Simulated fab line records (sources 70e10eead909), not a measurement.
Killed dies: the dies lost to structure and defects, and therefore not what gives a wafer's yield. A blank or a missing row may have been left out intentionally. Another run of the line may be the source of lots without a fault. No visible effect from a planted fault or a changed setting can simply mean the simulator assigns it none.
Which of the tools did it?	flow nandHarc	Sampling: 14 lots, 41 wafers, 6 of 1302 route steps

WHAT THE GAUGES SHOWED, per wafer
NHARC_A_ZERO_WELL_INSPECT_17. Usual: rawDefectCount reads 12 (standard deviation 6.5).
lot	measured	on	rawDefectCount	flag
L394	day 6 23:56	defectInspect-01	12 14 17	
L395	day 7 03:32	defectInspect-01	13 10 10	
L396	day 7 17:16	defectInspect-02	12 38 28	
L397	day 8 05:00	defectInspect-01	6 10 12	
L399	day 8 19:39	defectInspect-01	9 13 4	
L400	day 9 10:04	defectInspect-01	9 4 4	
L401	day 10 05:11	defectInspect-01	7 6 8	
L402	day 10 14:01	defectInspect-01	11 11 13	
L403	day 10 15:37	defectInspect-01	7 16 9	
L404	day 11 11:11	defectInspect-02	7 10 30	
L407	day 12 03:41	defectInspect-01	7 6 15	
L409	day 12 20:10	defectInspect-01	8 11 7	
L411	day 13 19:19	defectInspect-02	10 8 6	
L412	day 14 03:51	defectInspect-02	9 10	

NHARC_A_ONON_D1_THK_MEAS_05: measures by ellipsometry. Usual: thkNm reads 999 nm (standard deviation 9.8).
lot	measured	on	thkNm (nm)	flag
L394	day 7 23:47	filmMetro-01	1002 1004 1003	
L395	day 7 23:49	filmMetro-02	994 994 993	
L396	day 8 16:41	filmMetro-01	995 994 995	
L397	day 9 01:55	filmMetro-01	1004 1001 1001	
L399	day 9 16:56	filmMetro-01	992 991 991	
L400	day 10 09:12	filmMetro-02	1006 1006 1004	
L401	day 11 02:14	filmMetro-01	1004 1003 1002	
L402	day 11 11:01	filmMetro-01	1019 1018 1019	
L403	day 11 11:03	filmMetro-02	1008 1008 1009	
L404	day 12 08:20	filmMetro-01	994 994 994	
L407	day 13 01:08	filmMetro-01	987 987 988	
L409	day 13 17:20	filmMetro-02	995 994 996	
L411	day 14 15:02	filmMetro-01	1007 1008 1008	
L412	day 15 04:01	filmMetro-01	1005 1005	

NHARC_A_ONON_D1_THK_MEAS_08: measures by ellipsometry. Usual: thkNm reads 999 nm (standard deviation 9.9).
lot	measured	on	thkNm (nm)	flag
L394	day 8 00:21	filmMetro-01	1007 1008 1008	
L395	day 8 00:22	filmMetro-02	993 992 992	
L396	day 8 17:15	filmMetro-01	1022 1024 1019	
L397	day 9 02:28	filmMetro-01	1001 1000 1000	
L399	day 9 17:30	filmMetro-01	1007 1006 1007	
L400	day 10 09:46	filmMetro-01	1011 1011 1010	
L401	day 11 02:49	filmMetro-02	995 995 993	
L402	day 11 11:35	filmMetro-01	991 991 991	
L403	day 11 11:37	filmMetro-01	998 998 999	
L404	day 12 08:54	filmMetro-02	998 1002 999	
L407	day 13 01:42	filmMetro-01	989 989 990	
L409	day 13 17:55	filmMetro-01	979 979 978	
L411	day 14 15:37	filmMetro-01	985 985 984	
L412	day 15 04:35	filmMetro-01	1006 1008	

NHARC_A_ONON_D1_THK_MEAS_11: measures by ellipsometry. Usual: thkNm reads 994 nm (standard deviation 14).
lot	measured	on	thkNm (nm)	flag
L394	day 8 00:55	filmMetro-02	1015 1017 1015	
L395	day 8 00:56	filmMetro-02	1001 1002 1003	
L396	day 8 17:49	filmMetro-01	980 980 980	
L397	day 9 03:02	filmMetro-01	997 996 998	
L399	day 9 18:04	filmMetro-01	963 962 962	
L400	day 10 10:20	filmMetro-01	991 990 991	
L401	day 11 03:22	filmMetro-02	995 996 996	
L402	day 11 12:09	filmMetro-02	970 970 970	
L403	day 11 12:11	filmMetro-01	1005 1005 1004	
L404	day 12 09:28	filmMetro-02	1001 999 998	
L407	day 13 02:16	filmMetro-01	1007 1010 1007	
L409	day 13 18:29	filmMetro-02	986 500 985	OFF
L411	day 14 16:11	filmMetro-01	542 543 1027	OFF
L412	day 15 05:08	filmMetro-01	990 502	OFF

NHARC_END_SORT_01. Usual: killedAtArray 59, standard deviation 19; killedAtOther 0.6, standard deviation 0.85; killedAtPeriphery 3.8, standard deviation 2.5; killedDies 64, standard deviation 19; killedOpen 3.3, standard deviation 1.8; killedShort 2.2, standard deviation 1.6.
lot	measured	on	killedAtArray	killedAtOther	killedAtPeriphery	killedDies	killedOpen	killedShort	flag
L409	day 30 05:54	prober-01	68 675 69	0 0 2	2 2 5	70 677 76	3 1 3	0 2 5	OFF
L411	day 31 08:21	prober-01	672 676 71	3 1 1	2 0 4	677 677 76	2 2 1	2 0 0	OFF
L412	day 32 20:09	prober-01	73 670	0 1	3 6	76 677	2 4	4 3	OFF

TOOL THAT RAN EACH LOT (tool first, then ch and the chambers of the sampled wafers, then the start)
lot	NHARC_A_ONON_D1_DEP_09
L394	pecvdOnon-04 ch 0, day 8 00:28
L395	pecvdOnon-02 ch 0, day 8 00:29
L396	pecvdOnon-03 ch 0, day 8 17:19
L397	pecvdOnon-04 ch 0, day 9 02:32
L399	pecvdOnon-04 ch 0, day 9 17:33
L400	pecvdOnon-03 ch 0, day 10 09:50
L401	pecvdOnon-03 ch 0, day 11 02:59
L402	pecvdOnon-03 ch 0, day 11 11:46
L403	pecvdOnon-02 ch 0, day 11 11:44
L404	pecvdOnon-03 ch 0, day 12 08:57
L407	pecvdOnon-03 ch 0, day 13 01:52
L409	pecvdOnon-03 ch 0, day 13 18:06
L411	pecvdOnon-03 ch 0, day 14 15:44
L412	pecvdOnon-03 ch 0, day 15 04:48
- NHARC_A_ONON_D1_DEP_09: target thk 1000 nm.

AS READ BY THE TOOLS THEMSELVES (means over the sampled wafers that have a number; for cases with no such wafer, the mark the record gives instead)
NHARC_A_ONON_D1_DEP_09. Usual: n2FlowSccm reads 2749 sccm (standard deviation 7.9).
lot	tool	n2FlowSccm (sccm)	flag
L394	pecvdOnon-04	2741	
L395	pecvdOnon-02	2741	
L396	pecvdOnon-03	2756	
L397	pecvdOnon-04	2753	
L399	pecvdOnon-04	2745	
L400	pecvdOnon-03	2748	
L401	pecvdOnon-03	2756	
L402	pecvdOnon-03	2751	
L403	pecvdOnon-02	2745	
L404	pecvdOnon-03	2760	
L407	pecvdOnon-03	2744	
L409	pecvdOnon-03	2739	
L411	pecvdOnon-03	2748	
L412	pecvdOnon-03	2752	

THE ANSWER, worked out from the rows above alone
Rule: lot off if the mean of its wafers having a number is beyond 3 standard deviations from the usual mean. Also off: a lot with no number at a reading for which 4 or more lots have one. Where the step has rows for the other lots, those lots are counted as sound. First the gauges in route order, then the tools' own readings, where a lot's mean is used as printed above. At the first step where some lot is off, the reading lying furthest off is the one used; lots without a number count as furthest.
Off: L409, L411, L412 (NHARC_A_ONON_D1_THK_MEAS_11, thkNm).
A tool fits if, at a process step before that reading, it ran every lot that is off, and no sound lot after the first of them. The gauges at NHARC_A_ONON_D1_THK_MEAS_11 aren't tried: what is off there is off at NHARC_END_SORT_01 too, on other tools, and a gauge's error can't cause that. One fits: pecvdOnon-03 at NHARC_A_ONON_D1_DEP_09. Its last sound lot is L407 (day 13 01:52), its first lot that is off L409 (day 13 18:06): a fault that began between those two fits.

WHAT WAS PUT IN BY THE SIMULATOR
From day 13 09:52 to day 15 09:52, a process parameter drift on pecvdOnon-03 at NHARC_A_ONON_D1_DEP_09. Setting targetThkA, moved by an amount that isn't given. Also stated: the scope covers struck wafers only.
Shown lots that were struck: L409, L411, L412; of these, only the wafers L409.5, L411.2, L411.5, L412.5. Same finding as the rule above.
